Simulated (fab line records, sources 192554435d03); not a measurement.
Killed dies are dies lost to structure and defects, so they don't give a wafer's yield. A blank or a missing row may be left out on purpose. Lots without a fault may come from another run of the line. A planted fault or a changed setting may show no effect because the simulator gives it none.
Chamber matching | flow n5_finfet | N5_DUMMY_GATE_STRIP_41 on rie_diel-02: 4 sister chambers
The step strips in O2. 8 wafers are shown with their chamber, then 11 later ones without.

WAFERS WITH THEIR CHAMBER
wafer  | chamber | showerhead_plenum_p_Torr (Torr) | drypump_motor_current_A (A)
L082.5 | 3       | 2.15                            | 5.3
L083.2 | 2       | 2.10                            | 5.9
L085.1 | 3       | 2.14                            | 5.4
L085.4 | 0       | 2.16                            | 5.6
L086.1 | 0       | 2.16                            | 5.6
L086.3 | 1       | 2.02                            | 5.6
L086.5 | 2       | 2.10                            | 5.9
L090.1 | 1       | 2.02                            | 5.6

WAFERS WITHOUT THEIR CHAMBER
wafer  | showerhead_plenum_p_Torr (Torr) | drypump_motor_current_A (A)
L090.2 | 2.16                            | 5.6
L090.3 | 2.14                            | 5.3
L091.1 | 2.14                            | 5.3
L091.3 | 2.16                            | 5.6
L091.6 | 2.09                            | 5.9
L092.1 | 2.09                            | 5.9
L092.4 | 2.14                            | 5.3
L092.6 | 2.01                            | 5.6
L093.3 | 2.01                            | 5.6
L093.4 | 2.01                            | 5.6
L093.5 | 2.14                            | 5.3

WHICH CHAMBER EACH WENT THROUGH
wafer  | from the rows above | in truth
L090.2 | 0                   | 0
L090.3 | 3                   | 3
L091.1 | 3                   | 3
L091.3 | 0                   | 0
L091.6 | 2                   | 2
L092.1 | 2                   | 2
L092.4 | 3                   | 3
L092.6 | 1                   | 1
L093.3 | 1                   | 1
L093.4 | 1                   | 1
L093.5 | 3                   | 3
Placed correctly: 11 of 11. Can't be placed from these rows: 0. Placed wrongly: 0.
How it was worked out, from the rows above alone: a wafer's distance from a chamber is the root of the sum, over the readings, of the square of ((its reading less the chamber's mean) divided by the reading's scatter). The wafer belongs to the nearest chamber; if the next one is less than 2 further off, it can't be placed. A chamber's mean is the mean of its shown wafers. The scatter: the root of (the sum of the squares of (reading less its chamber's mean) over the shown wafers, divided by (wafers less chambers)).
